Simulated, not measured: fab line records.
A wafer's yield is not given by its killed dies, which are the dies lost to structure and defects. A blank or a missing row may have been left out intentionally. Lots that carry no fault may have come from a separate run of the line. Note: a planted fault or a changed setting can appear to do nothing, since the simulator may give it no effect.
Matching of chambers + flow n5-finfet + N5_BEOL_M0_ETCH_128 on rie-diel-03 has 4 sister chambers
The step etches SiCN in CF4/N2, target depth 12 nm, overetch 5.1 nm, time 21.4 s. 4 wafers are shown with their chamber, then 8 later ones without.

== EACH WAFER AND ITS CHAMBER ==
| wafer  | chamber | drypump-motor-current-A (A) |
|--------|---------|-----------------------------|
| L090.6 | 0       | 5.4                         |
| L092.4 | 3       | 5.5                         |
| L092.6 | 2       | 5.9                         |
| L093.1 | 1       | 6.5                         |

== WAFERS WITHOUT THEIR CHAMBER ==
| wafer  | drypump-motor-current-A (A) |
|--------|-----------------------------|
| L093.4 | 6.0                         |
| L093.6 | 6.0                         |
| L095.3 | 5.4                         |
| L095.5 | 5.9                         |
| L095.6 | 5.5                         |
| L096.1 | 6.6                         |
| L096.4 | 5.5                         |
| L096.6 | 5.3                         |

== THE CHAMBER EACH PASSED THROUGH ==
| wafer  | from the rows above     | in truth |
|--------|-------------------------|----------|
| L093.4 | 2                       | 2        |
| L093.6 | 2                       | 2        |
| L095.3 | can't be placed: 0 or 3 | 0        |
| L095.5 | 2                       | 2        |
| L095.6 | can't be placed: 3 or 0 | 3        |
| L096.1 | 1                       | 1        |
| L096.4 | can't be placed: 3 or 0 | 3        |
| L096.6 | can't be placed: 0 or 3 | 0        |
Placed correctly: 4 of 8. Not placeable from these rows: 4 (in 4, the candidates include the true chamber). Wrongly placed: 0.
How it was worked out, from the rows above alone: a wafer's distance from a chamber is the root of the sum, over the readings, of the square of ((its reading less the chamber's mean) divided by the reading's scatter). If the next closest chamber is less than 2 further off than the closest, the wafer can't be placed; otherwise it belongs to the closest. Each chamber's mean is taken over the wafers shown for it. The scatter: root of mean squared gap, hidden wafer to nearest shown wafer, with one shown wafer a chamber.
